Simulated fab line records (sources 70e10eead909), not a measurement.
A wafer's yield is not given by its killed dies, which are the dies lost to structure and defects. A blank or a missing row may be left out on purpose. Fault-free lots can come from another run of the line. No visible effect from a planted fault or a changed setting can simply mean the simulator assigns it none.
fab line records | flow nand-harc
record: lots: 14 | wafers: 42 | last-day: 34
route steps=1302 shown P_GATE@172
lots that met no fault: from a run of the same line without faults
start-h: hours from the record's opening day to when the first of the lot's shown wafers began | wait-h: hours elapsed since this lot's preceding step | " as in the row above | L1.1+2: a single row standing in for several wafers | - either no value or no given start | * or withheld: withheld | < > ~ a bound
route shown NAME@n: names a module that has steps shown in the file, with the first one's number in the route | usual: average and standard deviation across the fault-free wafers | same: alike in all rows | chamber/n: place in a boat | sites: each site's reading | _std_site: the standard deviation of these | _edge_site: mean of outer sites minus mean of inner sites | radius-mm: how far each site lies from the wafer's centre | mask NAME#n: copy n | behind: the last tool/chamber to shape the wafer | hold: why the lot was held/for how many hours/how that ended | device: names the non-switching transistor (n, p or np) | end of line: tests run on the same wafers once the route is complete | where a step has no rows: the recipe by itself | killed: count of dies lost to structure and defects at first sort (not the wafer's yield) | map: shows each die of a wafer: x if killed, . if not, _ if none is there
set.NAME: the run value of the setting; set.NAME@STEP: its run value at that earlier step | model.NAME: the simulator's own value behind a step, which no gauge read
one table for each step of the route and one row for each wafer, over a sample of lots
services: the hour from which a tool's chamber was out of use, counted from the record's first day as start-h (under 0 if before that day), plus the number of hours and why
== steps ==
step: NHARC_P_GATE_DESCUM_48
recipe: time-s: 3 | o2-flow-sccm: 200 | ar-flow-sccm: 0 | bias-power-w: 0 | chemistry: O2
usual: drypump-motor-current-A: 6.0/0.52 | oes-product-au: 1.002/0.0077 | rf-vpp-V: 57.9/0.86 | showerhead-plenum-p-Torr: 1.97/0.072 | throttle-valve-pct: 11.310/0.0099
lot.wafer | tool        | chamber | start-h | wait-h | drypump-motor-current-A | oes-product-au | rf-hours-counter-h | rf-vpp-V | showerhead-plenum-p-Torr | throttle-valve-pct
L786.2    | rie-diel-05 | 3       | 124.70  | -      | 6.0                     | 0.999          | 4.1                | 58.0     | 2.04                     | 11.314
L786.1    | "           | 1       | "       | "      | 6.5                     | 1.003          | 5.5                | 57.2     | 1.95                     | 11.311
L786.4    | "           | 2       | "       | "      | 6.6                     | 0.999          | 5.0                | 58.3     | 1.92                     | 11.313
L788.1    | rie-diel-07 | 2       | 138.29  | -      | 5.6                     | 0.988          | 0.3                | 57.4     | 2.01                     | 11.303
L788.2    | "           | 3       | "       | "      | 5.8                     | 1.005          | 0.9                | 58.3     | 2.05                     | 11.306
L788.5    | "           | 0       | "       | "      | 5.2                     | 1.001          | -                  | 57.7     | 2.04                     | 11.304
L789.3    | rie-diel-05 | 0       | 147.23  | -      | 5.8                     | 1.009          | 5.5                | 58.8     | 1.95                     | 11.310
L789.1    | "           | 1       | "       | "      | 6.5                     | 1.007          | 6.9                | 58.9     | 1.95                     | 11.314
L789.5    | "           | 3       | "       | "      | 6.0                     | 1.001          | -                  | 58.5     | 2.04                     | 11.307
L790.3    | rie-diel-05 | 1       | 152.77  | -      | 6.6                     | 1.000          | 6.9                | 58.3     | 1.95                     | 11.299
L790.1    | "           | 2       | "       | "      | 6.6                     | 0.997          | 6.7                | 57.4     | 1.92                     | 11.320
L790.5    | "           | 0       | "       | "      | 5.8                     | 0.997          | -                  | 58.3     | 1.95                     | 11.305
L791.2    | rie-diel-07 | 1       | 169.38  | -      | 6.6                     | 0.996          | 1.6                | 55.9     | 1.83                     | 11.299
L791.6    | "           | 2       | "       | "      | 5.6                     | 0.993          | -                  | 57.2     | 2.01                     | 11.313
L791.5    | "           | 3       | "       | "      | 5.8                     | 1.007          | -                  | 58.6     | 2.05                     | 11.320
L792.1    | rie-diel-05 | 3       | 178.04  | -      | 6.0                     | 1.010          | 6.2                | 58.3     | 2.04                     | 11.302
L792.4    | "           | 0       | "       | "      | 5.8                     | 1.002          | 6.9                | 58.5     | 1.95                     | 11.307
L792.6    | "           | 2       | "       | "      | 6.6                     | 1.002          | -                  | 57.2     | 1.92                     | 11.316
L793.2    | rie-diel-05 | 1       | 194.24  | -      | 6.5                     | 1.007          | 9.1                | 56.7     | 1.95                     | 11.316
L793.1    | "           | 3       | "       | "      | 6.0                     | 1.010          | 6.8                | 58.0     | 2.04                     | 11.302
L793.5    | "           | 2       | "       | "      | 6.6                     | 1.005          | -                  | 58.1     | 1.92                     | 11.330
L794.3    | rie-diel-05 | 0       | 209.10  | -      | 5.8                     | 1.006          | 8.2                | 56.2     | 1.95                     | 11.325
L794.4    | "           | 2       | "       | "      | 6.6                     | 1.011          | 8.7                | 58.1     | 1.92                     | 11.312
L794.6    | "           | 3       | "       | "      | 6.0                     | 1.002          | -                  | 57.2     | 2.04                     | 11.286
L795.2    | rie-diel-07 | 2       | 210.00  | -      | 5.6                     | 0.989          | 3.0                | 58.2     | 2.01                     | 11.306
L795.6    | "           | 2       | "       | "      | 5.6                     | 0.998          | -                  | 58.0     | 2.01                     | 11.321
L795.4    | "           | 0       | "       | "      | 5.2                     | 0.999          | -                  | 59.4     | 2.04                     | 11.317
L804.1    | rie-diel-01 | 0       | 298.68  | -      | 6.2                     | 0.991          | 4.2                | 58.0     | 2.06                     | 11.319
L804.3    | "           | 1       | "       | "      | 6.0                     | 1.008          | 4.8                | 57.3     | 1.98                     | 11.296
L804.5    | "           | 1       | "       | "      | 6.0                     | 1.001          | -                  | 57.6     | 1.98                     | 11.314
L805.2    | rie-diel-01 | 2       | 312.51  | -      | 4.8                     | 1.013          | 6.5                | 57.6     | 1.90                     | 11.311
L805.6    | "           | 1       | "       | "      | 5.9                     | 0.996          | -                  | 57.1     | 1.98                     | 11.313
L805.5    | "           | 2       | "       | "      | 4.8                     | 0.997          | -                  | 57.7     | 1.90                     | 11.327
L806.2    | rie-diel-07 | 0       | 316.61  | -      | 5.2                     | 1.002          | 0.1                | 57.0     | 2.04                     | 11.312
L806.1    | "           | 1       | "       | "      | 6.6                     | 0.994          | 0.1                | 58.1     | 1.83                     | 11.323
L806.3    | "           | 1       | "       | "      | 6.6                     | 0.992          | -                  | 57.8     | 1.83                     | 11.313
L807.2    | rie-diel-05 | 2       | 332.75  | -      | 6.6                     | 1.017          | 5.5                | 56.7     | 1.92                     | 11.305
L807.6    | "           | 3       | "       | "      | 6.0                     | 1.000          | -                  | 57.2     | 2.04                     | 11.310
L807.5    | "           | 0       | "       | "      | 5.8                     | 1.012          | -                  | 57.9     | 1.95                     | 11.309
L808.3    | rie-diel-01 | 2       | 333.55  | -      | 4.9                     | 1.009          | 6.7                | 56.5     | 1.90                     | 11.314
L808.2    | "           | 3       | "       | "      | 5.7                     | 1.000          | 6.1                | 58.5     | 1.89                     | 11.323
L808.6    | "           | 1       | "       | "      | 5.9                     | 1.006          | -                  | 58.4     | 1.98                     | 11.321
step: NHARC_P_GATE_STRIP_75
recipe: power-w: 1500 | temp-c: 250 | chemistry: O2
usual: drypump-motor-current-A: 5.5/0.49 | heater-power-w: 340/21 | rf-refl-power-W: 23/6.9
lot.wafer | tool            | chamber | start-h | wait-h | drypump-motor-current-A | heater-power-w | rf-hours-counter-h | rf-refl-power-W
L786.1    | plasma-asher-02 | 0       | 125.37  | 0.3    | 4.8                     | 342            | 4                  | 14
L786.2    | "               | 1       | "       | "      | 5.8                     | 363            | 4                  | 31
L786.4    | "               | 1       | "       | "      | 5.8                     | 367            | -                  | 31
L788.1    | plasma-asher-02 | 1       | 138.94  | 0.3    | 5.8                     | 365            | 10                 | 29
L788.2    | "               | 0       | "       | "      | 4.8                     | 339            | 10                 | 15
L788.5    | "               | 0       | "       | "      | 4.8                     | 338            | -                  | 15
L789.1    | plasma-asher-02 | 1       | 148.13  | 0.2    | 5.8                     | 367            | 14                 | 32
L789.3    | "               | 1       | "       | "      | 5.7                     | 360            | -                  | 33
L789.5    | "               | 1       | "       | "      | 5.8                     | 375            | -                  | 32
L790.1    | plasma-asher-02 | 0       | 153.95  | 0.2    | 4.8                     | 346            | 18                 | 15
L790.3    | "               | 0       | "       | "      | 4.8                     | 346            | -                  | 15
L790.5    | "               | 0       | "       | "      | 4.8                     | 333            | -                  | 15
L791.2    | plasma-asher-02 | 0       | 170.05  | 0.2    | 4.8                     | 341            | 23                 | 14
L791.6    | "               | 1       | "       | "      | 5.8                     | 369            | -                  | 32
L791.5    | "               | 0       | "       | "      | 4.8                     | 343            | -                  | 14
L792.1    | plasma-asher-01 | 0       | 178.69  | 0.2    | 5.9                     | 303            | 1                  | 26
L792.4    | "               | 1       | "       | "      | 5.8                     | 327            | -                  | 24
L792.6    | "               | 1       | "       | "      | 5.8                     | 338            | -                  | 24
L793.1    | plasma-asher-02 | 0       | 194.94  | 0.3    | 4.8                     | 337            | 28                 | 15
L793.2    | "               | 1       | "       | "      | 5.7                     | 361            | 28                 | 30
L793.5    | "               | 1       | "       | "      | 5.7                     | 363            | -                  | 30
L794.3    | plasma-asher-01 | 1       | 209.78  | 0.2    | 5.8                     | 338            | -                  | 25
L794.4    | "               | 0       | "       | "      | 6.0                     | 307            | -                  | 24
L794.6    | "               | 1       | "       | "      | 5.8                     | 337            | -                  | 25
L795.2    | plasma-asher-02 | 0       | 210.70  | 0.2    | 4.8                     | 349            | 30                 | 15
L795.4    | "               | 0       | "       | "      | 4.8                     | 342            | -                  | 15
L795.6    | "               | 1       | "       | "      | 5.7                     | 362            | -                  | 33
L804.1    | plasma-asher-02 | 0       | 299.36  | 0.2    | 4.8                     | 350            | 4                  | 14
L804.3    | "               | 1       | "       | "      | 5.8                     | 353            | -                  | 30
L804.5    | "               | 1       | "       | "      | 5.8                     | 346            | -                  | 29
L805.2    | plasma-asher-01 | 1       | 313.17  | 0.3    | 5.8                     | 333            | 28                 | 24
L805.5    | "               | 1       | "       | "      | 5.8                     | 339            | -                  | 23
L805.6    | "               | 0       | "       | "      | 5.9                     | 294            | -                  | 25
L806.2    | plasma-asher-02 | 0       | 317.35  | 0.2    | 4.8                     | 355            | 7                  | 14
L806.1    | "               | 1       | "       | "      | 5.8                     | 346            | 7                  | 31
L806.3    | "               | 1       | "       | "      | 5.8                     | 339            | -                  | 31
L807.2    | plasma-asher-02 | 0       | 333.39  | 0.2    | 4.8                     | 352            | 12                 | 14
L807.5    | "               | 1       | "       | "      | 5.8                     | 346            | -                  | 33
L807.6    | "               | 0       | "       | "      | 4.8                     | 347            | -                  | 15
L808.2    | plasma-asher-01 | 0       | 334.21  | 0.3    | 6.0                     | 297            | 30                 | 26
L808.3    | "               | 0       | "       | "      | 5.9                     | 302            | -                  | 25
L808.6    | "               | 0       | "       | "      | 6.0                     | 297            | -                  | 24
step: NHARC_P_GATE_PEB_89
recipe: peb-temp-c: 118 | peb-time-s: 85
usual: chill-plate-temp-C: 23.00/0.11 | exhaust-pa: 45.1/0.86 | peb-time-s: 85/0
lot.wafer | tool           | chamber | start-h | wait-h | chill-plate-temp-C | exhaust-pa | peb-time-s
L786.1    | litho-track-03 | 0       | 127.92  | 0.1    | 23.04              | 45.8       | 85
L786.2    | "              | 0       | "       | "      | 23.13              | 44.9       | 85
L786.4    | "              | 0       | "       | "      | 23.00              | 45.6       | 85
L788.1    | litho-track-07 | 0       | 141.46  | 0.1    | 23.00              | 44.6       | 85
L788.2    | "              | 0       | "       | "      | 22.99              | 43.8       | 85
L788.5    | "              | 0       | "       | "      | 22.92              | 44.9       | 85
L789.1    | litho-track-07 | 0       | 150.54  | 0.1    | 23.06              | 44.2       | 85
L789.3    | "              | 0       | "       | "      | 23.01              | 43.4       | 85
L789.5    | "              | 0       | "       | "      | 23.14              | 43.7       | 85
L790.1    | litho-track-05 | 0       | 156.61  | 0.1    | 22.98              | 46.6       | 85
L790.3    | "              | 0       | "       | "      | 22.98              | 45.9       | 85
L790.5    | "              | 0       | "       | "      | 23.10              | 45.9       | 85
L791.2    | litho-track-03 | 0       | 172.46  | 0.1    | 23.16              | 45.3       | 85
L791.5    | "              | 0       | "       | "      | 23.24              | 45.5       | 85
L791.6    | "              | 0       | "       | "      | 23.13              | 43.7       | 85
L792.1    | litho-track-05 | 0       | 181.25  | 0.1    | 23.01              | 46.3       | 85
L792.4    | "              | 0       | "       | "      | 23.20              | 44.4       | 85
L792.6    | "              | 0       | "       | "      | 22.99              | 45.4       | 85
L793.1    | litho-track-03 | -       | 197.37  | 0.1    | -                  | -          | -
L793.2    | "              | -       | "       | "      | -                  | -          | -
L793.5    | "              | -       | "       | "      | -                  | -          | -
L794.3    | litho-track-03 | -       | 212.06  | 0.1    | -                  | -          | -
L794.4    | "              | -       | "       | "      | -                  | -          | -
L794.6    | "              | -       | "       | "      | -                  | -          | -
L795.2    | litho-track-05 | 0       | 213.24  | 0.1    | 22.89              | 44.6       | 85
L795.4    | "              | 0       | "       | "      | 22.96              | 46.0       | 85
L795.6    | "              | 0       | "       | "      | 22.94              | 45.2       | 85
L804.1    | litho-track-03 | 0       | 301.80  | 0.1    | 22.92              | 44.8       | 85
L804.3    | "              | 0       | "       | "      | 22.97              | 46.4       | 85
L804.5    | "              | 0       | "       | "      | 22.98              | 45.9       | 85
L805.2    | litho-track-05 | 0       | 315.59  | 0.1    | 23.02              | 45.6       | 85
L805.5    | "              | 0       | "       | "      | 23.07              | 43.6       | 85
L805.6    | "              | 0       | "       | "      | 22.90              | 45.5       | 85
L806.1    | litho-track-03 | 0       | 319.77  | 0.1    | 23.07              | 45.9       | 85
L806.2    | "              | 0       | "       | "      | 23.12              | 45.8       | 85
L806.3    | "              | 0       | "       | "      | 22.95              | 44.8       | 85
L807.2    | litho-track-07 | 0       | 336.46  | 0.1    | 22.88              | 43.8       | 85
L807.5    | "              | 0       | "       | "      | 22.86              | 45.2       | 85
L807.6    | "              | 0       | "       | "      | 22.80              | 44.8       | 85
L808.2    | litho-track-03 | 0       | 337.24  | 0.1    | 22.92              | 45.2       | 85
L808.3    | "              | 0       | "       | "      | 23.06              | 44.5       | 85
L808.6    | "              | 0       | "       | "      | 22.89              | 45.2       | 85
step: NHARC_P_GATE_STRIP_113
recipe: power-w: 1500 | temp-c: 110 | time-s: 740 | chemistry: N2/H2
usual: drypump-motor-current-A: 5.5/0.49 | heater-power-w: 91/5.7 | rf-refl-power-W: 23/6.8
lot.wafer | tool            | chamber | start-h | wait-h | drypump-motor-current-A | heater-power-w | rf-hours-counter-h | rf-refl-power-W
L786.2    | plasma-asher-02 | 1       | 128.54  | 0.2    | 5.7                     | 97             | 5                  | 28
L786.1    | "               | 0       | "       | "      | 4.8                     | 89             | 5                  | 15
L786.4    | "               | 1       | "       | "      | 5.8                     | 96             | -                  | 30
L788.2    | plasma-asher-02 | 1       | 142.08  | 0.2    | 5.8                     | 95             | 12                 | 31
L788.1    | "               | 0       | "       | "      | 4.8                     | 92             | 12                 | 15
L788.5    | "               | 1       | "       | "      | 5.7                     | 98             | -                  | 32
L789.1    | plasma-asher-02 | 1       | 151.19  | 0.2    | 5.8                     | 94             | 15                 | 32
L789.3    | "               | 1       | "       | "      | 5.8                     | 95             | -                  | 32
L789.5    | "               | 1       | "       | "      | 5.8                     | 97             | -                  | 33
L790.1    | plasma-asher-02 | 0       | 157.40  | 0.3    | 4.8                     | 91             | 20                 | 15
L790.3    | "               | 0       | "       | "      | 4.8                     | 92             | -                  | 15
L790.5    | "               | 1       | "       | "      | 5.8                     | 98             | -                  | 31
L791.2    | plasma-asher-02 | 1       | 173.08  | 0.2    | 5.8                     | 97             | 24                 | 31
L791.5    | "               | 1       | "       | "      | 5.7                     | 98             | -                  | 29
L791.6    | "               | 0       | "       | "      | 4.8                     | 90             | -                  | 14
L792.1    | plasma-asher-02 | 1       | 181.87  | 0.2    | 5.7                     | 97             | 26                 | 31
L792.4    | "               | 0       | "       | "      | 4.8                     | 91             | -                  | 16
L792.6    | "               | 1       | "       | "      | 5.8                     | 96             | -                  | 31
L793.1    | plasma-asher-02 | 1       | 197.99  | 0.2    | 5.7                     | 97             | 28                 | 32
L793.2    | "               | 0       | "       | "      | 4.8                     | 92             | 28                 | 14
L793.5    | "               | 0       | "       | "      | 4.8                     | 92             | -                  | 15
L794.3    | plasma-asher-02 | 1       | 212.91  | 0.4    | 5.8                     | 97             | -                  | 31
L794.4    | "               | 0       | "       | "      | 4.8                     | 91             | -                  | 15
L794.6    | "               | 0       | "       | "      | 4.8                     | 94             | -                  | 14
L795.2    | plasma-asher-01 | 1       | 213.86  | 0.2    | 5.8                     | 88             | 6                  | 24
L795.4    | "               | 1       | "       | "      | 5.8                     | 88             | -                  | 24
L795.6    | "               | 1       | "       | "      | 5.8                     | 91             | -                  | 24
L804.1    | plasma-asher-02 | 0       | 302.44  | 0.2    | 4.8                     | 92             | 4                  | 15
L804.3    | "               | 1       | "       | "      | 5.8                     | 91             | -                  | 32
L804.5    | "               | 0       | "       | "      | 4.8                     | 95             | -                  | 14
L805.2    | plasma-asher-01 | 0       | 316.21  | 0.2    | 5.9                     | 81             | 28                 | 25
L805.5    | "               | 0       | "       | "      | 5.9                     | 80             | -                  | 25
L805.6    | "               | 1       | "       | "      | 5.8                     | 91             | -                  | 24
L806.1    | plasma-asher-02 | 0       | 320.39  | 0.2    | 4.8                     | 92             | 8                  | 14
L806.2    | "               | 1       | "       | "      | 5.8                     | 94             | 8                  | 30
L806.3    | "               | 0       | "       | "      | 4.8                     | 91             | -                  | 15
L807.2    | plasma-asher-02 | 1       | 337.55  | 0.3    | 5.8                     | 91             | 12                 | 33
L807.6    | "               | 0       | "       | "      | 4.8                     | 95             | -                  | 14
L807.5    | "               | 1       | "       | "      | 5.8                     | 92             | -                  | 32
L808.2    | plasma-asher-01 | 0       | 337.87  | 0.2    | 6.0                     | 81             | 31                 | 26
L808.3    | "               | 1       | "       | "      | 5.8                     | 89             | -                  | 25
L808.6    | "               | 1       | "       | "      | 5.8                     | 89             | -                  | 24
== services ==
tool            | chamber | start-h | hours | kind
rie-diel-07     | -       | 117.20  | 9.0   | pm
litho-track-05  | -       | 124.00  | 7.0   | pm
plasma-asher-01 | -       | 125.26  | 32.1  | repair
rie-diel-07     | 2       | 128.38  | 5.2   | repair
rie-diel-01     | 0       | 147.24  | 33.8  | repair
plasma-asher-01 | -       | 165.26  | 9.0   | pm
rie-diel-05     | 0       | 191.70  | 3.7   | repair
rie-diel-07     | 1       | 200.25  | 9.8   | repair
rie-diel-01     | -       | 203.80  | 9.0   | pm
rie-diel-05     | 0       | 214.54  | 3.1   | repair
plasma-asher-01 | -       | 215.15  | 3.5   | repair
rie-diel-05     | -       | 229.62  | 9.0   | pm
litho-track-07  | -       | 251.00  | 7.0   | pm
plasma-asher-02 | -       | 266.20  | 9.0   | pm
plasma-asher-02 | 0       | 266.20  | 9.0   | vent-cycle
plasma-asher-02 | 1       | 266.20  | 9.0   | vent-cycle
litho-track-03  | -       | 275.00  | 7.0   | pm
rie-diel-07     | -       | 294.20  | 9.0   | pm
rie-diel-01     | 2       | 294.76  | 7.8   | repair
litho-track-05  | -       | 299.00  | 7.0   | pm
rie-diel-07     | 2       | 313.06  | 3.7   | repair
rie-diel-07     | 3       | 313.56  | 14.5  | repair
rie-diel-07     | 1       | 324.01  | 8.8   | repair
rie-diel-01     | 2       | 338.17  | 7.4   | repair
== key ==
first-sign: step: NHARC_P_GATE_PEB_89 | reading: tool-record | direction: missing
effect none on later readings
met-at NHARC_P_GATE_PEB_89
struck-lots L793,L794
scrapped-behind NHARC_P_CONTACT_INSPECT_14 L793.1,L793.2,L793.5,L794.3,L794.4,L794.6
not-acting-at NHARC_P_GATE_DESCUM_48,NHARC_P_GATE_STRIP_75,NHARC_P_GATE_STRIP_113
onset-between 172.46 197.37
fault: kind: skipped-step-whole | tool: litho-track-03 | chamber: - | onset-h: 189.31 | steps: NHARC_P_GATE_PEB_89 | scope: struck-lots-only
